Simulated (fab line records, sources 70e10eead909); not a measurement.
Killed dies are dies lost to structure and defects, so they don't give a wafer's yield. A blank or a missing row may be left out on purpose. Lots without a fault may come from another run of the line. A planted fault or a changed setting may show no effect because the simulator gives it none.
fab line records | flow nand_harc
record lots=6 wafers=18 last_day=33
route steps=1302 shown A_STAIRCASE@760 END@1302
lots that met no fault: from a run of the same line without faults
start_h: hours from the record's first day to the start of the lot's first wafer shown | wait_h: hours since the lot's step before | " the same as in the row above | L1.1+2: a row that stands for several wafers | - no value, or no start given | * or withheld: withheld | < > ~ a bound
route shown NAME@n: a module of which the file shows steps, and the number in the route of the first | usual: mean/standard deviation of fault-free wafers | same: alike in all rows | chamber/n: place in a boat | sites: the reading at each site | _std_site: their standard deviation | _edge_site: outer sites' mean less inner sites' | radius_mm: how far each site lies from the wafer's centre | mask NAME#n: copy n | behind: the tool/chamber that last shaped the wafer | hold: why the lot was held/for how many hours/how that ended | device: the transistor (n, p or np) that didn't switch | end of line: the same wafers' tests at the end of the route | a step without rows: its recipe alone | killed: dies lost to structure and defects at the first sort, not the wafer's yield | map: a wafer's dies, x killed, . not, _ none there
set.NAME: the setting as run; set.NAME@STEP: as run at that earlier step | model.NAME: the simulator's own value behind a step, which no gauge read
lots at some steps of the route; a table a step, a row a wafer
services: from which hour (start_h, from the record's first day; less than 0 if before it) a tool's chamber was out of use, for how many hours, and why
## steps
# step NHARC_A_STAIRCASE_EBR_246
# step NHARC_A_STAIRCASE_EXPOSE_247
# recipe na=0.5 dose_mj=25.34 mask_id=SDS_1
# step NHARC_A_STAIRCASE_PEB_248
# recipe peb_temp_c=115 peb_time_s=130
# step NHARC_A_STAIRCASE_DEVELOP_249
# recipe time_s=140
# step NHARC_A_STAIRCASE_HARDBAKE_251
# recipe temp_c=120 time_s=140
# step NHARC_A_STAIRCASE_DESCUM_252
# recipe time_s=3 o2_flow_sccm=200 ar_flow_sccm=0 bias_power_w=0 chemistry=O2
# step NHARC_A_STAIRCASE_ETCH_253
# recipe target_depth_a=500 time_s=20.2 ion_energy_ev=400 c4f8_flow_sccm=20 o2_flow_sccm=10 ar_flow_sccm=withheld rf_w=600 bias_w=1000 chemistry=C4F8/O2
# step NHARC_A_STAIRCASE_STRIP_254
# recipe power_w=1500 temp_c=250 chemistry=O2
# usual drypump_motor_current_A=5.9/0.31 heater_power_w=334/24 rf_refl_power_W=27/5.8
# columns lot.wafer tool chamber start_h wait_h drypump_motor_current_A heater_power_w rf_hours_counter_h rf_refl_power_W
L738.3 plasma_asher-01 1 370.84 - 6.1 361 - 36
L738.4 " 0 " " 6.0 374 - 25
L738.5 " 1 " " 6.1 350 - 36
L748.1 plasma_asher-01 1 473.44 - 6.1 347 25 37
L748.4 " 1 " " 6.1 357 - 36
L748.6 " 1 " " 6.1 356 - 36
L749.1 plasma_asher-01 1 477.39 - 6.1 352 27 37
L749.3 " 0 " " 6.0 367 - 25
L749.6 " 0 " " 6.0 359 - 25
L757.2 plasma_asher-02 1 571.75 - 5.4 318 26 20
L757.4 " 0 " " 6.2 321 - 27
L757.3 " 1 " " 5.4 309 - 20
L760.2 plasma_asher-01 1 571.89 - 6.1 360 10 -
L760.4 " 1 " " 6.1 359 - -
L760.5 " 0 " " 6.0 347 - -
L761.3 plasma_asher-01 0 604.12 - 6.0 357 - 25
L761.5 " 0 " " 6.0 352 - 25
L761.6 " 1 " " 6.1 354 - 36
# step NHARC_A_STAIRCASE_STRIP_255
# recipe time_s=900 temp_c=130 chemistry=SPM
# step NHARC_A_STAIRCASE_PRECLEAN_256
# recipe time_s=* temp_c=50 bath_age_min=0 chemistry=SC1
# step NHARC_A_STAIRCASE_SRD_257
# step NHARC_A_STAIRCASE_HM_DEP_456
# recipe target_thk_a=31000 temp_c=400 material=aC
# usual throttle_valve_pct=35.000/0.009
# columns lot.wafer tool chamber start_h wait_h throttle_valve_pct
L738.3 acl_dep-02 0 374.50 - 35.008
L738.4 " 0 " " 34.992
L738.5 " 0 " " 34.997
L748.1 acl_dep-02 0 475.43 - 34.997
L748.4 " 0 " " 35.010
L748.6 " 0 " " 34.993
L749.1 acl_dep-02 0 479.48 - 35.009
L749.3 " 0 " " 34.997
L749.6 " 0 " " 35.011
L757.2 acl_dep-01 0 573.08 - 34.995
L757.3 " 0 " " 34.997
L757.4 " 0 " " 35.020
L760.2 acl_dep-03 0 573.67 - 35.008
L760.4 " 0 " " 34.999
L760.5 " 0 " " 34.984
L761.3 acl_dep-03 0 607.26 - 35.004
L761.5 " 0 " " 35.001
L761.6 " 0 " " 35.004
# step NHARC_A_STAIRCASE_DEP_259
# recipe target_thk_a=300 target_thk_nm=30 temp_c=400 pressure_torr=3.5 flow_sccm=200 rf_w=350 material=SiON
# usual heater_power_w=742/120
# columns lot.wafer tool chamber start_h wait_h heater_power_w
L738.3 pecvd-01 0 375.79 1.0 665
L738.5 " 2 " " 620
L738.4 " 0 " " 637
L748.1 pecvd-02 2 477.32 1.6 748
L748.4 " 2 " " 776
L748.6 " 0 " " 1100
L749.3 pecvd-02 2 481.39 1.0 786
L749.1 " 0 " " 1035
L749.6 " 1 " " 712
L757.3 pecvd-02 2 574.66 1.0 778
L757.2 " 1 " " 788
L757.4 " 2 " " 765
L760.2 pecvd-04 2 575.33 1.3 647
L760.4 " 2 " " 679
L760.5 " 0 " " 797
L761.3 pecvd-04 1 608.57 1.0 676
L761.5 " 2 " " 656
L761.6 " 0 " " 849
# step NHARC_A_STAIRCASE_DEHYDRATE_260
# recipe temp_c=150 time_s=120
# step NHARC_A_STAIRCASE_HMDS_261
# recipe time_s=30
# step NHARC_A_STAIRCASE_COAT_262
# recipe spin_rpm=1200
# step NHARC_A_STAIRCASE_SOFTBAKE_263
# recipe temp_c=135 time_s=170
# step NHARC_A_STAIRCASE_EBR_264
# step NHARC_A_STAIRCASE_EXPOSE_265
# recipe na=0.5 dose_mj=25.01 mask_id=CHOP_200
# step NHARC_A_STAIRCASE_PEB_266
# recipe peb_temp_c=115 peb_time_s=130
# step NHARC_A_STAIRCASE_DEVELOP_267
# recipe time_s=140
# step NHARC_A_STAIRCASE_HARDBAKE_269
# recipe temp_c=120 time_s=140
# step NHARC_A_STAIRCASE_DESCUM_270
# recipe time_s=3 o2_flow_sccm=200 ar_flow_sccm=0 bias_power_w=0 chemistry=O2
# usual drypump_motor_current_A=5.6/0.46 oes_product_au=1.002/0.0078 rf_vpp_V=57.8/0.89 showerhead_plenum_p_Torr=1.93/0.068 throttle_valve_pct=11.313/0.0093
# columns lot.wafer tool chamber start_h wait_h drypump_motor_current_A oes_product_au rf_hours_counter_h rf_vpp_V showerhead_plenum_p_Torr throttle_valve_pct
L738.4 rie_diel-10 2 376.74 - 5.8 0.991 38 58.4 2.03 11.306
L738.3 " 0 " " 5.0 0.998 36 58.9 1.94 11.301
L738.5 " 3 " " 5.9 0.999 - 57.6 1.85 11.324
L748.4 rie_diel-05 3 478.27 - 5.3 1.006 21 58.9 1.84 11.314
L748.1 " 0 " " 5.2 1.006 19 58.2 1.95 11.306
L748.6 " 3 " " 5.3 1.005 - 58.3 1.84 11.316
L749.3 rie_diel-05 0 482.34 - 5.3 1.020 21 58.8 1.94 11.312
L749.1 " 1 " " 6.1 1.008 19 56.1 1.80 11.305
L749.6 " 0 " " 5.2 1.014 - 56.9 1.94 11.308
L757.2 rie_diel-01 0 575.64 - 5.4 0.999 3 56.9 1.93 11.306
L757.3 " 2 " " 5.5 1.001 2 55.9 1.91 11.326
L757.4 " 3 " " 5.8 0.992 2 57.7 1.93 11.303
L760.4 rie_diel-10 0 576.50 - 5.0 1.013 49 57.7 1.92 11.303
L760.2 " 1 " " 6.4 1.016 51 58.7 1.94 11.321
L760.5 " 0 " " 5.0 1.005 - 56.8 1.92 11.298
L761.3 rie_diel-01 1 609.52 - 6.2 0.995 14 58.4 2.02 11.316
L761.6 " 2 " " 5.5 1.004 - 59.2 1.91 11.311
L761.5 " 3 " " 5.9 1.000 - 58.0 1.93 11.313
# step NHARC_A_STAIRCASE_ETCH_271
# recipe cf4_flow_sccm=100 chf3_flow_sccm=30 ar_flow_sccm=0 rf_w=500 bias_w=200 chemistry=CF4/CHF3
# step NHARC_A_STAIRCASE_HM_OPEN_457
# recipe o2_flow_sccm=400 cos_flow_sccm=20 ar_flow_sccm=0 rf_w=500 bias_w=300 chemistry=O2/COS
# usual drypump_motor_current_A=5.7/0.45 oes_product_au=1.004/0.0067 rf_vpp_V=467.8/2.4 showerhead_plenum_p_Torr=3.15/0.11 throttle_valve_pct=28.330/0.0079
# columns lot.wafer tool chamber start_h wait_h drypump_motor_current_A oes_product_au rf_hours_counter_h rf_vpp_V showerhead_plenum_p_Torr throttle_valve_pct
L738.3 rie_diel-10 2 - - 5.8 1.006 38 469.3 3.30 28.338
L738.4 " 3 " " 5.9 0.996 40 466.0 3.03 28.339
L738.5 " 1 " " 6.4 0.999 - 470.1 3.20 28.326
L748.4 rie_diel-05 0 - - 5.3 1.012 19 467.3 3.17 28.331
L748.1 " 1 " " 6.1 1.011 19 462.8 2.94 28.339
L748.6 " 2 " " 4.9 1.004 - 472.3 3.28 28.325
L749.3 rie_diel-05 2 - - 4.9 0.997 21 470.1 3.28 28.329
L749.1 " 1 " " 6.1 0.999 19 464.8 2.94 28.317
L749.6 " 2 " " 4.9 0.993 - 471.2 3.28 28.329
L757.4 rie_diel-01 0 - - 5.5 0.989 3 466.7 3.15 28.328
L757.2 " 2 " " 5.5 0.998 2 465.5 3.12 28.329
L757.3 " 3 " " 5.9 1.005 2 467.5 3.15 28.331
L760.4 rie_diel-10 2 - - 5.8 1.005 53 471.0 3.26 28.336
L760.2 " 0 " " 5.0 0.995 49 467.1 3.13 28.323
L760.5 " 2 " " 5.8 1.005 - 469.7 3.26 28.321
L761.3 rie_diel-01 1 - - 6.2 1.007 14 470.1 3.28 28.332
L761.6 " 3 " " 5.9 1.010 - 466.5 3.14 28.310
L761.5 " 0 " " 5.5 0.996 - 466.7 3.14 28.325
# step NHARC_A_STAIRCASE_STRIP_458
# recipe o2_flow_sccm=400 cos_flow_sccm=20 ar_flow_sccm=0 bias_w=0 chemistry=O2/COS
# step NHARC_A_STAIRCASE_ETCH_451
# recipe target_depth_a=300 overetch_a=30 time_s=16.5 ion_energy_ev=100 cf4_flow_sccm=80 o2_flow_sccm=20 ar_flow_sccm=0 rf_w=300 bias_w=100 chemistry=CF4/O2
# step NHARC_A_STAIRCASE_ETCH_273
# recipe target_depth_a=1.02e+05 time_s=2468.6 ion_energy_ev=800 c4f8_flow_sccm=80 o2_flow_sccm=60 ar_flow_sccm=withheld rf_w=600 bias_w=3000 chemistry=C4F8/O2/Ar
# usual oes_product_au=0.939/0.011 rf_vpp_V=1829/9.4
# columns lot.wafer tool chamber start_h wait_h oes_product_au rf_hours_counter_h rf_vpp_V
L738.3 rie_diel-10 1 - - 0.924 40 1834
L738.4 " 2 " " 0.930 39 1842
L738.5 " 3 " " 0.929 - 1818
L748.4 rie_diel-05 1 - - 0.950 19 1811
L748.1 " 2 " " 0.936 20 1838
L748.6 " 0 " " 0.944 - 1831
L749.3 rie_diel-05 2 - - 0.941 21 1839
L749.1 " 1 " " 0.956 20 1811
L749.6 " 2 " " 0.929 - 1838
L757.4 rie_diel-01 0 - - 0.937 3 1829
L757.2 " 2 " " 0.950 2 1827
L757.3 " 3 " " 0.948 2 1829
L760.2 rie_diel-10 2 - - 0.931 54 1837
L760.4 " 1 " " 0.933 51 1831
L760.5 " 2 " " 0.943 - 1837
L761.3 rie_diel-01 2 - - 0.938 15 1825
L761.6 " 2 " " 0.946 - 1826
L761.5 " 3 " " 0.930 - 1829
# step NHARC_A_STAIRCASE_STRIP_274
# recipe o2_flow_sccm=500 ar_flow_sccm=0 bias_w=0 chemistry=O2
# step NHARC_A_STAIRCASE_STRIP_275
# recipe time_s=900 temp_c=130 chemistry=SPM
# step NHARC_A_STAIRCASE_PRECLEAN_276
# recipe time_s=* temp_c=50 bath_age_min=0 chemistry=SC1
# step NHARC_A_STAIRCASE_SRD_277
# step NHARC_A_STAIRCASE_HM_DEP_459
# recipe target_thk_a=15000 temp_c=400 material=aC
# step NHARC_A_STAIRCASE_DEP_280
# recipe target_thk_a=300 target_thk_nm=30 temp_c=400 pressure_torr=3.5 flow_sccm=200 rf_w=350 material=SiON
# step NHARC_A_STAIRCASE_DEHYDRATE_281
# recipe temp_c=150 time_s=120
# step NHARC_A_STAIRCASE_HMDS_282
# recipe time_s=30
# step NHARC_A_STAIRCASE_COAT_283
# recipe spin_rpm=1200
# step NHARC_A_STAIRCASE_SOFTBAKE_284
# recipe temp_c=135 time_s=170
# step NHARC_A_STAIRCASE_EBR_285
# step NHARC_END_SORT_01
# recipe temp_c=25
# usual killed_at_array=46/15 killed_at_other=0.8/1.1 killed_at_periphery=4.0/2.9 killed_dies=50/15 killed_open=3.2/1.8 killed_short=2.3/1.6
# same gross_dies=677
# columns lot.wafer tool chamber start_h wait_h killed_at_array killed_at_other killed_at_periphery killed_dies killed_open killed_short
L749.1 prober-02 0 675.33 2.5 105 1 1 107 7 4
L749.3 prober-02 0 676.92 3.1 100 0 1 101 3 1
L749.6 prober-02 0 679.30 4.0 99 0 1 100 3 1
L748.1 prober-01 0 683.04 2.5 96 0 2 98 2 2
L748.4 prober-01 0 685.50 3.5 93 1 2 96 8 1
L748.6 prober-01 0 687.13 4.1 100 0 3 103 6 5
# killed by level:class
L749.1 A_STAIRCASE:unspecified=51 A_CHANNEL_HOLE_D1:chamber_film_flake=18 A_SLIT:chamber_film_flake=18 A_CHANNEL_FILL_D2:chamber_film_flake=3 A_CONTACT:chamber_film_flake=3 A_CONTACT:geometric_particle:open=2 A_BLC:geometric_particle:open=2 A_M0:geometric_particle:open=2
L749.3 A_STAIRCASE:unspecified=62 A_SLIT:chamber_film_flake=16 A_CHANNEL_HOLE_D1:chamber_film_flake=14 A_M0:geometric_particle:open=2 A_CONTACT:chamber_film_flake=2 A_M1:chamber_film_flake=2 P_M1:geometric_particle:open=1 A_CHANNEL_FILL_D1:geometric_particle:short=1
L749.6 A_STAIRCASE:unspecified=59 A_SLIT:chamber_film_flake=20 A_CHANNEL_HOLE_D1:chamber_film_flake=10 A_M0:geometric_particle:open=2 A_DECK1_JOINT:chamber_film_flake=2 A_CHANNEL_HOLE_D1:geometric_particle:open=1 A_M0:geometric_particle:short=1 P_ZERO_WELL:chamber_film_flake=1
L748.1 A_STAIRCASE:unspecified=60 A_CHANNEL_HOLE_D1:chamber_film_flake=23 A_CONTACT:chamber_film_flake=4 A_SLIT:chamber_film_flake=2 P_CONTACT:geometric_particle:open=1 A_ONON_D1:geometric_particle:open=1 A_ONON_D1:geometric_particle:short=1 A_DECK1_JOINT:geometric_particle:short=1
L748.4 A_STAIRCASE:unspecified=57 A_CHANNEL_HOLE_D1:chamber_film_flake=25 A_CONTACT:geometric_particle:open=2 A_CONTACT:chamber_film_flake=2 P_M0:geometric_particle:open=1 A_SOURCE_PLATE:geometric_particle:open=1 A_ONON_D2:geometric_particle:open=1 A_CHANNEL_FILL_D2:geometric_particle:open=1
L748.6 A_STAIRCASE:unspecified=65 A_CHANNEL_HOLE_D1:chamber_film_flake=17 A_CONTACT:chamber_film_flake=7 P_M0:geometric_particle:open=2 A_ONON_D2:geometric_particle:short=2 A_CHANNEL_FILL_D2:geometric_particle:open=2 A_WL_FILL:geometric_particle:short=2 A_ONON_D2:geometric_particle:open=1
# map L748.6 (x killed, . not)
____________.____________
_________......._________
_______....x......_______
______.............______
_____..............._____
____...............x.____
____.................____
___...................___
___...................___
__........x............__
__.....................__
_......................._
_........x..x..........._
_..........x.........xxx_
_...................xxxx_
_..................xx.xx_
.x.................xxxxxx
....................xxxxx
...................xxxxxx
....x.............xxxxxxx
..................xxxxxxx
_..........xx...x.xxxxxx_
_.....x...........xxxxxx_
_........x....x....xxxxx_
_...................xxx._
_..........x..........x._
__...............xx.x.x__
__.....................__
___..............x....___
___...................___
____..............x..____
____..........x..x...____
_____.......xxx....._____
______......x.x..x.______
_______...xxxx.x.._______
_________..xxxxx_________
____________x____________
# map L749.1 (x killed, . not)
____________.____________
_________......._________
_______.........x._______
______.............______
_____.......x......._____
____..............x..____
____...x.............____
___.........x..x.x....___
___...................___
__.....................__
__.......x....x.....x..__
_.....................x._
_.................x..x.._
_......................._
_....................xx._
_...................x.x._
..................xxxxxxx
..................xxxxxxx
x..................xxxxxx
...........x.......xxxxxx
..................xxxxxxx
_...................xxxx_
_..................xxxxx_
_.................xxxxxx_
_.................x.xxxx_
_..................x.xxx_
__.........x........xxx__
__..................xx.__
___......x..........xx___
___......x....x.......___
____...............xx____
____.................____
_____...x....xx....._____
______.....xxxx....______
_______....xxxxx.._______
_________..xxxxx_________
____________x____________
## services
# columns tool chamber start_h hours kind
acl_dep-01 - 351.89 8.9 repair
rie_diel-01 - 352.43 0.6 repair
pecvd-01 2 365.08 4.3 repair
rie_diel-10 1 374.92 1.3 repair
rie_diel-10 2 379.05 2.2 repair
rie_diel-01 - 381.64 9.0 pm
pecvd-02 1 397.15 6.8 repair
rie_diel-05 - 406.83 9.0 pm
pecvd-02 - 408.00 13.0 pm
rie_diel-10 - 419.66 9.0 pm
acl_dep-02 - 424.73 13.0 pm
rie_diel-05 - 425.45 2.7 repair
rie_diel-01 - 427.65 0.6 repair
pecvd-04 2 439.12 7.7 repair
pecvd-04 0 443.00 4.2 repair
pecvd-04 - 450.48 13.0 pm
acl_dep-03 - 487.87 13.0 pm
plasma_asher-01 - 519.44 9.0 pm
pecvd-02 - 547.36 3.9 repair
rie_diel-01 - 558.64 9.0 pm
rie_diel-05 - 583.83 9.0 pm
pecvd-02 - 589.00 13.0 pm
rie_diel-10 - 596.66 9.0 pm
acl_dep-02 - 606.83 13.0 pm
## key
first_sign step=NHARC_END_SORT_01 reading=killed_at_array direction=up sigmas=3.5 usual=46 struck=99
effect step=NHARC_END_SORT_01 reading=killed_dies direction=up sigmas=3.3 usual=50 struck=101
more_kills_born_at NHARC_A_STAIRCASE_HM_DEP_456@acl_dep-02=354
met_at NHARC_A_STAIRCASE_HM_DEP_456
struck_wafers L748.1,L748.4,L748.6,L749.1,L749.3,L749.6
tester_left_out L748,L749
onset_between 374.50 475.43
also_fits NHARC_A_STAIRCASE_DESCUM_270:rie_diel-05,NHARC_A_STAIRCASE_HM_OPEN_457:rie_diel-05,NHARC_A_STAIRCASE_ETCH_273:rie_diel-05
fault kind=chamber_particle_source tool=acl_dep-02 chamber=- onset_h=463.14 steps=NHARC_A_STAIRCASE_HM_DEP_456 rate_per_visit_cm2=0.40132 end_h=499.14
# tester_left_out: of these lots the tester's yield and bins aren't shown, on N5 and GAA mostly nor the transistor test; their killed dies are dies lost to structure and defects alone, not to doping, threshold or leakage, so they don't give the yield
